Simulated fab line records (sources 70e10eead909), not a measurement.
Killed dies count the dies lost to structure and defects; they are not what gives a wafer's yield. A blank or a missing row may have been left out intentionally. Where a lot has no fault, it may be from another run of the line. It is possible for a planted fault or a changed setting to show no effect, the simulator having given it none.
Chamber matching / flow nand harc / pecvd-03 running NHARC_A_CONTACT_DEP_85: 3 sister chambers
The step deposits SiON, target thk 60 nm. 3 wafers are shown with their chamber, then 7 later ones without.

== WAFERS WITH THEIR CHAMBER ==
wafer=L542.6; chamber=2; heater power outer w (W)=408
wafer=L545.2; chamber=1; heater power outer w (W)=546
wafer=L545.3; chamber=0; heater power outer w (W)=405

== WAFERS WITH NO CHAMBER GIVEN ==
wafer=L545.6; heater power outer w (W)=417
wafer=L546.3; heater power outer w (W)=392
wafer=L546.4; heater power outer w (W)=355
wafer=L546.5; heater power outer w (W)=387
wafer=L551.2; heater power outer w (W)=443
wafer=L551.3; heater power outer w (W)=606
wafer=L551.4; heater power outer w (W)=431

== EACH ONE'S CHAMBER ==
wafer=L545.6; from the rows above=can't be placed: 2 or 0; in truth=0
wafer=L546.3; from the rows above=can't be placed: 0 or 2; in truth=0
wafer=L546.4; from the rows above=can't be placed: 0 or 2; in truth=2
wafer=L546.5; from the rows above=can't be placed: 0 or 2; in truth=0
wafer=L551.2; from the rows above=can't be placed: 2 or 0 or 1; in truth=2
wafer=L551.3; from the rows above=1; in truth=1
wafer=L551.4; from the rows above=can't be placed: 2 or 0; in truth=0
1 of 7 placed correctly. Not placeable from these rows: 6 (in 6, the candidates include the true chamber). Number placed wrongly: 0.
How it was worked out, from the rows above alone: a wafer's distance from a chamber is the root of the sum, over the readings, of the square of ((its reading less the chamber's mean) divided by the reading's scatter). If the next closest chamber is less than 2 further off than the closest, the wafer can't be placed; otherwise it belongs to the closest. Each chamber's mean is taken over the wafers shown for it. The scatter: root of mean squared gap, hidden wafer to nearest shown wafer, with one shown wafer a chamber.
